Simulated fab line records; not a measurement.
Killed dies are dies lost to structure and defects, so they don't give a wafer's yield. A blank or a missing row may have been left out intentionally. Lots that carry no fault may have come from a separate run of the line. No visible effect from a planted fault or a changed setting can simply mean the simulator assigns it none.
What tool caused it? :: flow n5_finfet :: 27 wafers from 9 lots sampled at 6 of the route's 1938 steps

## WHAT EACH GAUGE READ, for each wafer
N5_BEOL_M1_OVL_MEAS_12.
lot: L273
measured: day 6 11:11
on: overlay-02
M1_OVL (nm): 0.1 0.7 -0.9

lot: L274
measured: day 6 21:05
on: overlay-01
M1_OVL (nm): -0.8 -0.2 -0.3

lot: L275
measured: day 7 00:43
on: overlay-01
M1_OVL (nm): -0.6 -0.7 -0.7

lot: L279
measured: day 8 02:41
on: overlay-01
M1_OVL (nm): 1.2 0.8 1.1

lot: L284
measured: day 9 11:05
on: overlay-02
M1_OVL (nm): 0.3 0.3 0.3

lot: L288
measured: day 10 04:10
on: overlay-01
M1_OVL (nm): -1.2 -0.7 -0.9

lot: L290
measured: day 10 17:20
on: overlay-02
M1_OVL (nm): 5.9 5.2 7.6

lot: L291
measured: day 10 18:04
on: overlay-01
M1_OVL (nm): 5.9 4.5 5.3

lot: L292
measured: day 11 06:38
on: overlay-01
M1_OVL (nm): 1.0 0.1 0.6

N5_BEOL_M1_INSPECT_13: inspects for defects (brightfield).
lot: L273
measured: day 6 11:14
on: defect_inspect-01
raw_defect_count: 437 299 331

lot: L274
measured: day 6 21:09
on: defect_inspect-01
raw_defect_count: 343 407 483

lot: L275
measured: day 7 00:46
on: defect_inspect-01
raw_defect_count: 302 533 319

lot: L279
measured: day 8 02:44
on: defect_inspect-01
raw_defect_count: 509 617 532

lot: L284
measured: day 9 11:08
on: defect_inspect-02
raw_defect_count: 369 448 359

lot: L288
measured: day 10 04:16
on: defect_inspect-02
raw_defect_count: 422 382 498

lot: L290
measured: day 10 17:23
on: defect_inspect-02
raw_defect_count: 691 509 397

lot: L291
measured: day 10 18:07
on: defect_inspect-02
raw_defect_count: 485 407 284

lot: L292
measured: day 11 06:41
on: defect_inspect-02
raw_defect_count: 366 432 474

N5_BEOL_M4_RC_MEAS_101.
lot: L273
measured: day 8 10:57
on: prober-02
DIBL_N (mV/V): 36.3 37.3 36.6
DIBL_P (mV/V): 36.9 38.5 38.4
IOFF_N (nA/um): 0.16 0.17 0.17
IOFF_P (nA/um): 0.18 0.19 0.18
ION_N (uA/um): 681 682 675
ION_P (uA/um): 452 452 453
SS_N (mV/dec): 71.1 71.8 71.8
SS_P (mV/dec): 73.4 72.8 74.1
VT_N (mV): 250 253 250
VT_P (mV): -253 -255 -256

lot: L274
measured: day 8 21:51
on: prober-02
DIBL_N (mV/V): 38.8 37.0 37.7
DIBL_P (mV/V): 38.2 35.9 37.0
IOFF_N (nA/um): 0.23 0.18 0.20
IOFF_P (nA/um): 0.28 0.24 0.26
ION_N (uA/um): 697 688 693
ION_P (uA/um): 472 469 472
SS_N (mV/dec): 71.3 71.5 71.6
SS_P (mV/dec): 74.5 73.4 74.2
VT_N (mV): 248 247 247
VT_P (mV): -245 -248 -246

lot: L275
measured: day 9 01:47
on: prober-01
DIBL_N (mV/V): 36.3 34.4 34.7
DIBL_P (mV/V): 33.9 33.5 33.9
IOFF_N (nA/um): 0.14 0.12 0.13
IOFF_P (nA/um): 0.18 0.17 0.18
ION_N (uA/um): 665 663 664
ION_P (uA/um): 453 453 450
SS_N (mV/dec): 71.0 69.8 70.3
SS_P (mV/dec): 72.9 73.0 72.3
VT_N (mV): 254 252 253
VT_P (mV): -248 -250 -249

lot: L279
measured: day 10 12:07
on: prober-01
DIBL_N (mV/V): 32.2 34.2 36.4
DIBL_P (mV/V): 31.4 33.7 36.5
IOFF_N (nA/um): 0.11 0.13 0.17
IOFF_P (nA/um): 0.16 0.19 0.23
ION_N (uA/um): 670 657 683
ION_P (uA/um): 459 451 465
SS_N (mV/dec): 69.9 69.8 71.2
SS_P (mV/dec): 72.1 73.2 74.2
VT_N (mV): 254 250 249
VT_P (mV): -251 -253 -249

lot: L284
measured: day 11 14:52
on: prober-02
DIBL_N (mV/V): 36.1 38.9 36.0
DIBL_P (mV/V): 35.1 38.4 34.6
IOFF_N (nA/um): 0.16 0.22 0.15
IOFF_P (nA/um): 0.25 0.31 0.23
ION_N (uA/um): 675 694 673
ION_P (uA/um): 479 476 475
SS_N (mV/dec): 70.8 72.2 71.7
SS_P (mV/dec): 73.5 73.6 72.5
VT_N (mV): 247 245 247
VT_P (mV): -244 -239 -249

lot: L288
measured: day 11 16:50
on: prober-01
DIBL_N (mV/V): 37.6 35.3 39.6
DIBL_P (mV/V): 38.6 35.9 40.3
IOFF_N (nA/um): 0.18 0.13 0.23
IOFF_P (nA/um): 0.22 0.19 0.25
ION_N (uA/um): 681 667 682
ION_P (uA/um): 467 459 463
SS_N (mV/dec): 72.4 71.0 72.1
SS_P (mV/dec): 73.6 73.3 74.1
VT_N (mV): 248 253 244
VT_P (mV): -250 -251 -247

lot: L290
measured: day 12 20:24
on: prober-01
DIBL_N (mV/V): 34.3 34.4 37.6
DIBL_P (mV/V): 33.5 33.2 38.1
IOFF_N (nA/um): 0.11 0.11 0.17
IOFF_P (nA/um): 0.15 0.14 0.21
ION_N (uA/um): 657 643 670
ION_P (uA/um): 452 441 459
SS_N (mV/dec): 71.1 70.9 71.1
SS_P (mV/dec): 72.8 72.3 73.7
VT_N (mV): 255 261 250
VT_P (mV): -257 -260 -251

lot: L291
measured: day 13 01:03
on: prober-02
DIBL_N (mV/V): 37.4 36.9 37.0
DIBL_P (mV/V): 38.3 37.2 37.3
IOFF_N (nA/um): 0.16 0.16 0.16
IOFF_P (nA/um): 0.22 0.21 0.21
ION_N (uA/um): 676 682 667
ION_P (uA/um): 461 461 463
SS_N (mV/dec): 71.4 70.6 71.3
SS_P (mV/dec): 74.0 73.2 72.6
VT_N (mV): 251 250 250
VT_P (mV): -249 -251 -248

lot: L292
measured: day 13 05:24
on: prober-01
DIBL_N (mV/V): 35.0 35.4 38.7
DIBL_P (mV/V): 34.1 34.3 38.4
IOFF_N (nA/um): 0.12 0.12 0.18
IOFF_P (nA/um): 0.17 0.17 0.23
ION_N (uA/um): 665 669 678
ION_P (uA/um): 457 455 464
SS_N (mV/dec): 71.3 71.1 72.1
SS_P (mV/dec): 72.2 72.6 74.3
VT_N (mV): 252 252 247
VT_P (mV): -251 -255 -248

## WHAT TOOL EACH LOT RAN ON (gives the tool, then ch and the chambers of the sampled wafers, and finally the start)
lot: L273
N5_BEOL_M1_PECVD_72: pecvd-03 ch 1,2, day 6 10:19
N5_BEOL_M1_EXPOSE_08: euv_scanner-02 ch 0, day 6 11:01
N5_BEOL_M1_STRIP_66: rie_diel-01 ch 1,2, day 6 11:29

lot: L274
N5_BEOL_M1_PECVD_72: pecvd-02 ch 0,1,2, day 6 19:49
N5_BEOL_M1_EXPOSE_08: euv_scanner-02 ch 0, day 6 20:56
N5_BEOL_M1_STRIP_66: rie_diel-04 ch 0,1,3, day 6 21:23

lot: L275
N5_BEOL_M1_PECVD_72: pecvd-03 ch 1,2, day 6 23:11
N5_BEOL_M1_EXPOSE_08: euv_scanner-02 ch 0, day 7 00:34
N5_BEOL_M1_STRIP_66: rie_diel-01 ch 2,3, day 7 01:01

lot: L279
N5_BEOL_M1_PECVD_72: pecvd-02 ch 0,1, day 7 23:09
N5_BEOL_M1_EXPOSE_08: euv_scanner-01 ch 0, day 8 02:32
N5_BEOL_M1_STRIP_66: rie_diel-04 ch 0,1, day 8 02:59

lot: L284
N5_BEOL_M1_PECVD_72: pecvd-04 ch 0,1,2, day 9 10:10
N5_BEOL_M1_EXPOSE_08: euv_scanner-02 ch 0, day 9 10:56
N5_BEOL_M1_STRIP_66: rie_diel-01 ch 2,3, day 9 11:23

lot: L288
N5_BEOL_M1_PECVD_72: pecvd-03 ch 0,1, day 10 02:29
N5_BEOL_M1_EXPOSE_08: euv_scanner-02 ch 0, day 10 04:01
N5_BEOL_M1_STRIP_66: rie_diel-01 ch 2,3, day 10 04:31

lot: L290
N5_BEOL_M1_PECVD_72: pecvd-04 ch 0,2, day 10 15:29
N5_BEOL_M1_EXPOSE_08: euv_scanner-02 ch 0, day 10 17:10
N5_BEOL_M1_STRIP_66: rie_diel-05 ch 0,2,3, day 10 17:38

lot: L291
N5_BEOL_M1_PECVD_72: pecvd-02 ch 0,1, day 10 17:23
N5_BEOL_M1_EXPOSE_08: euv_scanner-02 ch 0, day 10 17:55
N5_BEOL_M1_STRIP_66: rie_diel-05 ch 0,2,3, day 10 18:25

lot: L292
N5_BEOL_M1_PECVD_72: pecvd-03 ch 0,1,2, day 11 05:33
N5_BEOL_M1_EXPOSE_08: euv_scanner-01 ch 0, day 11 06:29
N5_BEOL_M1_STRIP_66: rie_diel-05 ch 0,1,2, day 11 07:16
- N5_BEOL_M1_PECVD_72: deposits SiO2 from TEOS/O2, target thk 16 nm, time 18 s.
- N5_BEOL_M1_EXPOSE_08: exposes mask M1.
- N5_BEOL_M1_STRIP_66: strips in CF4.

## AS READ BY THE TOOLS THEMSELVES (means over the sampled wafers that have a number; for cases with no such wafer, the mark the record gives instead)
N5_BEOL_M1_PECVD_72.
lot: L273
tool: pecvd-03
chamber_pressure_Torr (Torr): 5.507
heater_power_w (W): 614
showerhead_plenum_p_Torr (Torr): 8.79
throttle_valve_pct (%): 22.4

lot: L274
tool: pecvd-02
chamber_pressure_Torr (Torr): 5.493
heater_power_w (W): 679
showerhead_plenum_p_Torr (Torr): 8.84
throttle_valve_pct (%): 22.6

lot: L275
tool: pecvd-03
chamber_pressure_Torr (Torr): 5.492
heater_power_w (W): 629
showerhead_plenum_p_Torr (Torr): 8.78
throttle_valve_pct (%): 22.6

lot: L279
tool: pecvd-02
chamber_pressure_Torr (Torr): 5.500
heater_power_w (W): 672
showerhead_plenum_p_Torr (Torr): 8.82
throttle_valve_pct (%): 22.0

lot: L284
tool: pecvd-04
chamber_pressure_Torr (Torr): 5.496
heater_power_w (W): 623
showerhead_plenum_p_Torr (Torr): 8.75
throttle_valve_pct (%): 22.8

lot: L288
tool: pecvd-03
chamber_pressure_Torr (Torr): 5.499
heater_power_w (W): 534
showerhead_plenum_p_Torr (Torr): 8.81
throttle_valve_pct (%): 23.4

lot: L290
tool: pecvd-04
chamber_pressure_Torr (Torr): 5.515
heater_power_w (W): 600
showerhead_plenum_p_Torr (Torr): 8.70
throttle_valve_pct (%): 23.0

lot: L291
tool: pecvd-02
chamber_pressure_Torr (Torr): 5.492
heater_power_w (W): 700
showerhead_plenum_p_Torr (Torr): 8.83
throttle_valve_pct (%): 22.1

lot: L292
tool: pecvd-03
chamber_pressure_Torr (Torr): 5.503
heater_power_w (W): 585
showerhead_plenum_p_Torr (Torr): 8.78
throttle_valve_pct (%): 23.0

N5_BEOL_M1_STRIP_66.
lot: L273
tool: rie_diel-01
cf4_flow_sccm (sccm): 150.3
chamber_pressure_mTorr (mTorr): 49.96
drypump_motor_current_A (A): 5.9
oes_product_au (a.u.): 0.85
power_w (W): 300.0
rf_vpp_V (V): 270.4
showerhead_plenum_p_Torr (Torr): 1.76
throttle_valve_pct (%): 13.36

lot: L274
tool: rie_diel-04
cf4_flow_sccm (sccm): 149.7
chamber_pressure_mTorr (mTorr): 49.98
drypump_motor_current_A (A): 5.5
oes_product_au (a.u.): 0.77
power_w (W): 299.5
rf_vpp_V (V): 271.2
showerhead_plenum_p_Torr (Torr): 1.80
throttle_valve_pct (%): 13.60

lot: L275
tool: rie_diel-01
cf4_flow_sccm (sccm): 149.9
chamber_pressure_mTorr (mTorr): 49.98
drypump_motor_current_A (A): 5.4
oes_product_au (a.u.): 0.80
power_w (W): 299.8
rf_vpp_V (V): 270.2
showerhead_plenum_p_Torr (Torr): 1.77
throttle_valve_pct (%): 13.55

lot: L279
tool: rie_diel-04
cf4_flow_sccm (sccm): 149.7
chamber_pressure_mTorr (mTorr): 50.03
drypump_motor_current_A (A): 5.3
oes_product_au (a.u.): 0.78
power_w (W): 300.3
rf_vpp_V (V): 271.7
showerhead_plenum_p_Torr (Torr): 1.83
throttle_valve_pct (%): 13.52

lot: L284
tool: rie_diel-01
cf4_flow_sccm (sccm): 149.4
chamber_pressure_mTorr (mTorr): 50.01
drypump_motor_current_A (A): 5.7
oes_product_au (a.u.): 0.77
power_w (W): 300.6
rf_vpp_V (V): 271.1
showerhead_plenum_p_Torr (Torr): 1.78
throttle_valve_pct (%): 13.58

lot: L288
tool: rie_diel-01
cf4_flow_sccm (sccm): 149.6
chamber_pressure_mTorr (mTorr): 49.93
drypump_motor_current_A (A): 5.4
oes_product_au (a.u.): 0.78
power_w (W): 300.5
rf_vpp_V (V): 270.6
showerhead_plenum_p_Torr (Torr): 1.76
throttle_valve_pct (%): 13.62

lot: L290
tool: rie_diel-05
cf4_flow_sccm (sccm): 150.3
chamber_pressure_mTorr (mTorr): 49.97
drypump_motor_current_A (A): 5.8
oes_product_au (a.u.): 0.79
power_w (W): 300.3
rf_vpp_V (V): 271.4
showerhead_plenum_p_Torr (Torr): 1.83
throttle_valve_pct (%): 13.68

lot: L291
tool: rie_diel-05
cf4_flow_sccm (sccm): 150.0
chamber_pressure_mTorr (mTorr): 50.04
drypump_motor_current_A (A): 5.8
oes_product_au (a.u.): 0.79
power_w (W): 300.1
rf_vpp_V (V): 272.4
showerhead_plenum_p_Torr (Torr): 1.83
throttle_valve_pct (%): 13.67

lot: L292
tool: rie_diel-05
cf4_flow_sccm (sccm): 150.0
chamber_pressure_mTorr (mTorr): 50.04
drypump_motor_current_A (A): 5.8
oes_product_au (a.u.): 0.81
power_w (W): 300.6
rf_vpp_V (V): 271.4
showerhead_plenum_p_Torr (Torr): 1.79
throttle_valve_pct (%): 13.65

## THE ANSWER, worked out from the rows above alone
Rule: what is usual is taken from the lots themselves. Put in order of their means at a reading, lots are off if they are a third of the lots or fewer, leave a main group of 4 or more, and stand apart from it by a gap of 3 or more times the standard deviation of the main group's means; of several such gaps the widest counts. A main group is skipped when, at the precision printed for the reading in the tables above, its means are all equal. Also off: a lot with no number at a reading for which 4 or more lots have one. Where the step has rows for the other lots, those lots are counted as sound. First the gauges in route order, then the tools' own readings, where a lot's mean is used as printed above. The first step at which some lot is off is used, and at that step the reading that is off furthest; a lot without a number counts as furthest.
Off: at N5_BEOL_M1_OVL_MEAS_12 (M1_OVL), L290, L291. The main group has a mean of -0.0 nm with a standard deviation of 0.65.
A tool fits if, at a process step before that reading, it ran every lot that is off, and no sound lot after the first of them. The gauges at N5_BEOL_M1_OVL_MEAS_12 are tried like those tools. One candidate fits, namely euv_scanner-02 at N5_BEOL_M1_EXPOSE_08. Its last sound lot is L288 (day 10 04:01), its first lot that is off L290 (day 10 17:10): a fault that began between those two fits.

## WHAT THE SIMULATOR HAD INSERTED
Scanner matching overlay: euv_scanner-02, from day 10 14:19 on, at N5_BEOL_M1_EXPOSE_08. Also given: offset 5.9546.
Shown lots that were struck: L290, L291. The rule above found the same.
